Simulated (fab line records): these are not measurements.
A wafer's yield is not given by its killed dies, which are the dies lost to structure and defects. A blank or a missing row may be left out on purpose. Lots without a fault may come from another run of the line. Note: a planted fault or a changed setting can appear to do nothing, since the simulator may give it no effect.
A struck lot beside a sound one :: flow nand-harc :: 14 out of 1159 route steps
Sound: these wafers, L781.1, L781.3, L781.6. Struck: wafer L798.2; the same lot's L798.4 was not struck, so it is left out; see the end for the cause.
Per side, at each step with rows, come the tool, then ch with its chambers, and then its first start. Under that, the readings that differ: sound wafers :: struck wafers :: difference of the means :: sigmas: that difference in standard deviations of wafers without a fault.
alike: words and numbers the same on both sides, and readings whose means are apart by under 2 such deviations; not compared: readings that were withheld, readings missing a value for some wafer, numbers with overlapping values and no deviation given by the record, and bounds like >300 which may hide the same value.
The two part at a step that has a row with sigmas, a row that says differs or no value, or rows on one side only. When numbers do not overlap yet have no deviation, they are printed without sigmas and do not part them. Lack of a reading on every wafer of one side parts them only where that side has two or more wafers.

first, 4 steps without rows for these wafers: NHARC_A_STAIRCASE_EXPOSE_06 (exposes mask STAIR); NHARC_A_STAIRCASE_PEB_07 (peb time 130 s); NHARC_A_STAIRCASE_DEVELOP_08 (time 140 s); NHARC_A_STAIRCASE_HARDBAKE_10 (time 140 s).
NHARC_A_STAIRCASE_DESCUM_11: chemistry O2, time 3 s.
  sound on rie-diel-10 ch 2,3, day 10 12:53; struck on rie-diel-10 ch 3, day 15 03:59
  alike: chamber-pressure-mTorr, drypump-motor-current-A, oes-product-au, rf-vpp-V, showerhead-plenum-p-Torr, throttle-valve-pct
  not compared: rf-hours-counter-h
then, 1 step without rows for these wafers: NHARC_A_STAIRCASE_TRIM_12 (chemistry O2, time 211.2 s).
NHARC_A_STAIRCASE_ETCH_13: etches the open film in C4F8/O2, target depth 100 nm, time 40.5 s.
  sound: rie-diel-10 ch 1,3; struck: rie-diel-10 ch 3
  alike: chamber-pressure-mTorr, oes-product-au, rf-vpp-V
  not compared: rf-hours-counter-h
NHARC_A_STAIRCASE_TRIM_14: chemistry O2, time 211.2 s.
  sound: rie-diel-10 ch 1,3; struck: rie-diel-10 ch 0
reading: rf-vpp-V (V)
sound: 58.2 57.2 56.8
struck: 59.2
difference: +1.8
sigmas: +2

reading: showerhead-plenum-p-Torr (Torr)
sound: 3.63 3.28 3.28
struck: 3.72
difference: +0.32
sigmas: +2
  alike: chamber-pressure-mTorr, drypump-motor-current-A, oes-product-au, throttle-valve-pct
  not compared: rf-hours-counter-h
then, 2 steps without rows for these wafers: NHARC_A_STAIRCASE_ETCH_15 (etches the open film in C4F8/O2, target depth 100 nm, time 40.5 s); NHARC_A_STAIRCASE_TRIM_16 (chemistry O2, time 211.2 s).
NHARC_A_STAIRCASE_ETCH_17: etches the open film in C4F8/O2, target depth 100 nm, time 40.5 s.
  sound: rie-diel-10 ch 1,2,3; struck: rie-diel-10 ch 2
  alike: chamber-pressure-mTorr, oes-product-au, rf-vpp-V
  not compared: rf-hours-counter-h
NHARC_A_STAIRCASE_TRIM_18: chemistry O2, time 211.2 s.
  sound on rie-diel-10 ch 1,2, day 10 14:03; struck on rie-diel-10 ch 0, day 15 05:05
reading: oes-product-au (a.u.)
sound: 1.013 1.005 0.993
struck: 1.204
difference: +0.200
sigmas: +14

reading: showerhead-plenum-p-Torr (Torr)
sound: 3.44 3.28 3.28
struck: 3.71
difference: +0.38
sigmas: +3
  alike: chamber-pressure-mTorr, drypump-motor-current-A, rf-vpp-V, throttle-valve-pct
  not compared: rf-hours-counter-h
NHARC_A_STAIRCASE_ETCH_19: etches the open film in C4F8/O2, target depth 100 nm, time 40.5 s.
  sound: rie-diel-10 ch 1,3; struck: rie-diel-10 ch 2
  alike: chamber-pressure-mTorr, oes-product-au, rf-vpp-V
  not compared: rf-hours-counter-h
-- jump in the record: it breaks off in module A_STAIRCASE and resumes in module END (first step shown: number 1159 of the route), and 8 days separate the struck wafers' starts before and after --
NHARC_END_SORT_01:
  sound on prober-01 ch 0, day 19 12:47; struck on prober-02 ch 0, day 23 16:44
reading: killed-at-array
sound: 22 19 31
struck: 240
difference: +216
sigmas: +22

reading: killed-dies
sound: 24 21 37
struck: 241
difference: +214
sigmas: +21

reading: killed-short
sound: 4 1 5
struck: 0
difference: -3
sigmas: -2
  alike: killed-at-other, killed-at-periphery, killed-open

== WHERE THEY PART ==
At NHARC_A_STAIRCASE_TRIM_14 first; at NHARC_END_SORT_01 last (within this record only).

WHY: whatever the simulator had introduced
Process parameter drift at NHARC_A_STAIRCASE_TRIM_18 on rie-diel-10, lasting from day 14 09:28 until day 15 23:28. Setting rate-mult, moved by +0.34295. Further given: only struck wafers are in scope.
